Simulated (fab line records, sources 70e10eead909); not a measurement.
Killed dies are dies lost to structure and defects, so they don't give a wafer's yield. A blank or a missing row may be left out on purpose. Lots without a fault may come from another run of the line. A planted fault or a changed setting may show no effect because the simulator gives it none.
Tool commonality check | flow nand_harc | 12 lots, 36 wafers sampled

WHY IT WAS OPENED
At NHARC_P_M0_CD_MEAS_09 the reading cd_nm is flagged on 2 of 12 lots. Wafers without a fault read 90.0 nm, standard deviation 0.69.
Rule: a lot is flagged when every wafer of it that has a number lies more than 4 standard deviations from that mean, or none has a number. The other lots count as sound.

lot  | measured     | on        | cd_nm (nm), wafer by wafer | flag
L635 | day 5 16:08  | cd_sem-01 | 90.6 91.0 91.4             |
L636 | day 6 08:14  | cd_sem-01 | 90.5 91.1 90.0             |
L640 | day 7 04:01  | cd_sem-02 | 82.5 82.7 83.1             | FLAGGED
L638 | day 7 05:26  | cd_sem-02 | 83.8 82.0 82.7             | FLAGGED
L644 | day 8 05:46  | cd_sem-01 | 89.9 88.6 89.7             |
L647 | day 10 04:08 | cd_sem-03 | 90.7 90.7 89.3             |
L645 | day 10 04:34 | cd_sem-01 | 90.9 90.5 90.8             |
L646 | day 10 08:02 | cd_sem-02 | 90.9 90.8 90.7             |
L649 | day 10 09:07 | cd_sem-03 | 89.5 90.7 89.5             |
L650 | day 10 16:30 | cd_sem-01 | 89.0 89.7 89.8             |
L655 | day 10 21:32 | cd_sem-02 | 89.9 90.3 90.8             |
L658 | day 11 14:53 | cd_sem-03 | 90.6 88.6 89.7             |
The numbers of the flagged lots are 82.8 nm on average: -7.2 nm against the usual, or -10 standard deviations.

WHICH TOOL RAN EACH LOT
The record holds 4 process steps before the reading, out of a route of 1159 steps. In each cell: the tool, then ch and the chambers that the sampled wafers went through, then the start.
lot  | flag    | NHARC_P_CONTACT_PVD_32                  | NHARC_P_CONTACT_ALD_22              | NHARC_P_CONTACT_CMP_24        | NHARC_P_M0_PEB_07
L635 |         | pvd_sputter-02, day 5 13:46 or earlier  | ald_metal-04 ch 1,2,3, day 5 13:46  | cmp-02 ch 0,2,3, day 5 14:58  | litho_track-06 ch 0, day 5 16:03
L636 |         | pvd_sputter-01, day 6 00:12 or earlier  | ald_metal-03 ch 0,2, day 6 00:12    | cmp-01 ch 2,3, day 6 06:47    | litho_track-06 ch 0, day 6 08:09
L640 | FLAGGED | pvd_sputter-02, day 6 21:58 or earlier  | ald_metal-03 ch 2,3, day 6 21:58    | cmp-03 ch 1,2,3, day 7 02:52  | litho_track-06 ch 0, day 7 03:56
L638 | FLAGGED | pvd_sputter-01, day 6 23:55 or earlier  | ald_metal-04 ch 0,2,3, day 6 23:55  | cmp-03 ch 1,2,3, day 7 04:08  | litho_track-06 ch 0, day 7 05:22
L644 |         | pvd_sputter-03, day 8 03:35 or earlier  | ald_metal-01 ch 1,3, day 8 03:35    | cmp-03 ch 0,2, day 8 04:25    | litho_track-04 ch 0, day 8 05:41
L647 |         | pvd_sputter-03, day 9 12:55 or earlier  | ald_metal-03 ch 0,1,2, day 9 12:55  | cmp-02 ch 1,3, day 10 02:52   | litho_track-01 ch 0, day 10 04:04
L645 |         | pvd_sputter-01, day 9 13:35 or earlier  | ald_metal-01 ch 0,2,3, day 9 13:35  | cmp-01 ch 0,1,2, day 10 03:25 | litho_track-01 ch 0, day 10 04:29
L646 |         | pvd_sputter-03, day 9 15:34 or earlier  | ald_metal-03 ch 1,2,3, day 9 15:34  | cmp-03 ch 1,2,3, day 10 06:50 | litho_track-01 ch 0, day 10 07:56
L649 |         | pvd_sputter-03, day 10 02:03 or earlier | ald_metal-03 ch 0,1,3, day 10 02:03 | cmp-02 ch 1,3, day 10 07:48   | litho_track-01 ch 0, day 10 09:02
L650 |         | pvd_sputter-02, day 10 08:43 or earlier | ald_metal-04 ch 0,2,3, day 10 08:43 | cmp-01 ch 0,1,2, day 10 15:16 | litho_track-04 ch 0, day 10 16:25
L655 |         | pvd_sputter-01, day 10 15:34 or earlier | ald_metal-04 ch 0,2,3, day 10 15:34 | cmp-01 ch 0,1,2, day 10 20:13 | litho_track-01 ch 0, day 10 21:28
L658 |         | pvd_sputter-02, day 11 08:45 or earlier | ald_metal-01 ch 1,2,3, day 11 08:45 | cmp-02 ch 1,2,3, day 11 13:42 | litho_track-01 ch 0, day 11 14:49
What these steps do:
- NHARC_P_CONTACT_PVD_32: deposits Ti, target thk 5 nm, time 17.7 s.
- NHARC_P_CONTACT_ALD_22: deposits TiN, target thk 3 nm, pulse time 1 s, ald cycles 150.
- NHARC_P_CONTACT_CMP_24: polishes, t overpolish 30 s, target thk 200 nm.
- NHARC_P_M0_PEB_07: peb time 65 s.
- NHARC_P_M0_CD_MEAS_09: target cd 90 nm.

FLAGGED OVER TOTAL, TOOL BY TOOL (the gauges that took the reading come last)
step                   | tool           | lots run | flagged | share of the flagged lots | sound lots run after its first flagged lot
NHARC_P_CONTACT_PVD_32 | pvd_sputter-01 | 4        | 1       | some                      | 2 (L645,L655)
NHARC_P_CONTACT_PVD_32 | pvd_sputter-02 | 4        | 1       | some                      | 2 (L650,L658)
NHARC_P_CONTACT_PVD_32 | pvd_sputter-03 | 4        | 0       | none                      | -
NHARC_P_CONTACT_ALD_22 | ald_metal-01   | 3        | 0       | none                      | -
NHARC_P_CONTACT_ALD_22 | ald_metal-03   | 5        | 1       | some                      | 3 (L647,L646,L649)
NHARC_P_CONTACT_ALD_22 | ald_metal-04   | 4        | 1       | some                      | 2 (L650,L655)
NHARC_P_CONTACT_CMP_24 | cmp-01         | 4        | 0       | none                      | -
NHARC_P_CONTACT_CMP_24 | cmp-02         | 4        | 0       | none                      | -
NHARC_P_CONTACT_CMP_24 | cmp-03         | 4        | 2       | all                       | 2 (L644,L646)
NHARC_P_M0_PEB_07      | litho_track-01 | 6        | 0       | none                      | -
NHARC_P_M0_PEB_07      | litho_track-04 | 2        | 0       | none                      | -
NHARC_P_M0_PEB_07      | litho_track-06 | 4        | 2       | all                       | 0
NHARC_P_M0_CD_MEAS_09  | cd_sem-01      | 5        | 0       | none                      | -
NHARC_P_M0_CD_MEAS_09  | cd_sem-02      | 4        | 2       | all                       | 2 (L646,L655)
NHARC_P_M0_CD_MEAS_09  | cd_sem-03      | 3        | 0       | none                      | -
NHARC_P_CONTACT_PVD_32 gives no start for some lots, so the hours and the order of its lots are those of NHARC_P_CONTACT_ALD_22.

WHAT THE TABLE ALLOWS
3 rows of the table ran every flagged lot: cmp-03 at NHARC_P_CONTACT_CMP_24, litho_track-06 at NHARC_P_M0_PEB_07, cd_sem-02 at NHARC_P_M0_CD_MEAS_09.
- cmp-03 at NHARC_P_CONTACT_CMP_24: 2 of its 4 lots flagged. Sound lots ran on it after the first flagged one (L644, L646), which a lasting fault on the whole tool wouldn't allow.
- litho_track-06 at NHARC_P_M0_PEB_07: 2 of its 4 lots flagged. Its last sound lot is L636 (day 6 08:09), its first flagged lot L640 (day 7 03:56): a fault that began between those two fits. Its own readings lie more than 4 standard deviations out on every wafer of the flagged lots: heater_power_total_W, plate_temp_C.
- cd_sem-02 at NHARC_P_M0_CD_MEAS_09: 2 of its 4 lots flagged. Sound lots ran on it after the first flagged one (L646, L655), which a lasting fault on the whole tool wouldn't allow.
One tool is left: litho_track-06 at NHARC_P_M0_PEB_07.

WHAT THE SIMULATOR HAD PUT IN
Process parameter drift: litho_track-06, from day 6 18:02 on, at NHARC_P_M0_PEB_07. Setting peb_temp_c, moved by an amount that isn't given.
Lots struck among those shown: L640, L638. The rule above found the same.
